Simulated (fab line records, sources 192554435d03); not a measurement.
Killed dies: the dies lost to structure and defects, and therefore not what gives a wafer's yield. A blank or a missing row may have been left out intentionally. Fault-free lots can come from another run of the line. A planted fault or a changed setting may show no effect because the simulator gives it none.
The same fault as seen by 2 desks :: flow n5Finfet :: every desk sees just its own numbers, and what lay behind them comes last

## AT THE TOOL OWNER'S DESK: rieDiel-05
The tool's own readings at N5_BEOL_M2_TRENCH_ETCH_37 (etches SiOC in C4F6/O2, target depth 55.555 nm, time 29.2 s): means of the sampled wafers that have a number, for each lot that ran on this tool. Any lot whose mean is over 4 standard deviations away from the usual mean is out of limits and marked OUT; that distance is given in the brackets. Shown are 7 of the 8 readings it has, namely the first that went out of limits plus those furthest out on some lot.
Columns: A = drypumpMotorCurrentA at N5_BEOL_M2_TRENCH_ETCH_37, usual 5.7 A; B = oes_f_703_au at N5_BEOL_M2_TRENCH_ETCH_37, usual 0.78 a.u.; C = oes_o_777_au at N5_BEOL_M2_TRENCH_ETCH_37, usual 0.78 a.u.; D = oesProductAu at N5_BEOL_M2_TRENCH_ETCH_37, usual 0.77 a.u.; E = rfFwdPowerW at N5_BEOL_M2_TRENCH_ETCH_37, usual 349.5 W; F = rfVppV at N5_BEOL_M2_TRENCH_ETCH_37, usual 659 V; G = throttleValvePct at N5_BEOL_M2_TRENCH_ETCH_37, usual 20.9 %
lot: L115
first seen here: day 6 20:43
A: 5.3
B: 0.78
C: 0.78
D: 0.78
E: 350.8
F: 680
G: 20.7

lot: L117
first seen here: day 7 12:01
A: 5.5
B: 0.82
C: 0.82
D: 0.81
E: 349.8
F: 666
G: 20.9

lot: L118
first seen here: day 7 23:47
A: 5.7
B: 0.82
C: 0.83
D: 0.81
E: 348.7
F: 671
G: 21.0

lot: L120
first seen here: day 8 07:28
A: 5.5
B: 0.80
C: 0.81
D: 0.79
E: 349.4
F: 673
G: 20.7

lot: L123
first seen here: day 9 00:02
A: 5.2
B: 0.76
C: 0.75
D: 0.76
E: 349.9
F: 676
G: 20.9

lot: L132
first seen here: day 11 10:30
A: 5.7
B: 1.02
C: 1.01
D: 0.82
E: 435.4 (+45) OUT
F: 601 (-4.1) OUT
G: 21.0

lot: L134
first seen here: day 11 16:46
A: 5.5
B: 0.98
C: 0.98
D: 0.80
E: 436.3 (+46) OUT
F: 602 (-4.0) OUT
G: 20.8
This desk finds L132, L134 out of limits, L132 being first, at day 11 10:30 (rfFwdPowerW at N5_BEOL_M2_TRENCH_ETCH_37). L115, L117, L118, L120, L123: within limits.

## FROM THE METROLOGY DESK
What the gauges read for every lot (on any tool): the sampled wafers with a number, averaged. Any lot whose mean is over 4 standard deviations away from the usual mean is out of limits and marked OUT; that distance is given in the brackets. Shown are 7 of the 14 readings it has, namely the first that went out of limits plus those furthest out on some lot.
Columns: A = trenchDepthNm at N5_BEOL_M2_OCD_MEAS_38, usual 55.3 nm; B = M2_THK at N5_BEOL_M2_THK_MEAS_53, usual 38.2 nm; C = M2_RS at N5_BEOL_M2_RS_MEAS_58, usual 0.68 ohm/sq; D = DIBL_N at N5_BEOL_M4_RC_MEAS_101, usual 35.9 mV/V; E = IOFF_P at N5_BEOL_M4_RC_MEAS_101, usual 0.20 nA/um; F = ION_P at N5_BEOL_M4_RC_MEAS_101, usual 460 uA/um; G = VT_P at N5_BEOL_M4_RC_MEAS_101, usual -251 mV
lot: L115
first seen here: day 6 20:03
A: 55.4
B: 37.6
C: 0.68
D: 35.7
E: 0.20
F: 459
G: -250

lot: L117
first seen here: day 7 10:58
A: 55.8
B: 39.4
C: 0.66
D: 35.1
E: 0.17
F: 453
G: -256

lot: L118
first seen here: day 7 19:34
A: 55.3
B: 38.2
C: 0.68
D: 33.6
E: 0.18
F: 457
G: -253

lot: L120
first seen here: day 8 03:32
A: 55.3
B: 38.2
C: 0.67
D: 36.2
E: 0.18
F: 452
G: -255

lot: L123
first seen here: day 8 21:22
A: 56.2
B: 38.2
C: 0.67
D: 34.2
E: 0.18
F: 464
G: -250

lot: L132
first seen here: day 11 04:05
A: 60.3 (+5.4) OUT
B: 44.1 (+4.2) OUT
C: 0.57
D: 35.5
E: 0.17
F: 458
G: -255

lot: L134
first seen here: day 11 12:56
A: 59.5 (+4.5) OUT
B: 43.3
C: 0.58
D: 35.2
E: 0.19
F: 457
G: -249

lot: L137
first seen here: day 12 02:18
A: 55.7
B: 38.9
C: 0.67
D: 35.1
E: 0.18
F: 459
G: -251
This desk finds L132, L134 out of limits, L132 being first, at day 11 10:39 (trenchDepthNm at N5_BEOL_M2_OCD_MEAS_38). L115, L117, L118, L120, L123, L137: within limits.

## ALL TOGETHER
An alarm could have come from the tool owner's desk at day 11 10:30, on L132, L134.
The metrology desk could have raised an alarm at day 11 10:39, on L132, L134.
Every lot named ran N5_BEOL_M2_TRENCH_ETCH_37 on rieDiel-05.

## WHAT THE SIMULATOR HAD PUT IN
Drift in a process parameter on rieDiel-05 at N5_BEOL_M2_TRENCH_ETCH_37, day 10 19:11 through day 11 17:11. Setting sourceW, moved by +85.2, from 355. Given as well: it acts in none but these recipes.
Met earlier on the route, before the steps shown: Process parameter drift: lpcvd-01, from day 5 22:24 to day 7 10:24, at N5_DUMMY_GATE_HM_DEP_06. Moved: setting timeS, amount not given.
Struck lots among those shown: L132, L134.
Counting hours from when the fault started, the first reading out of limits came at 15 for the tool owner's desk and at 15 for the metrology desk.
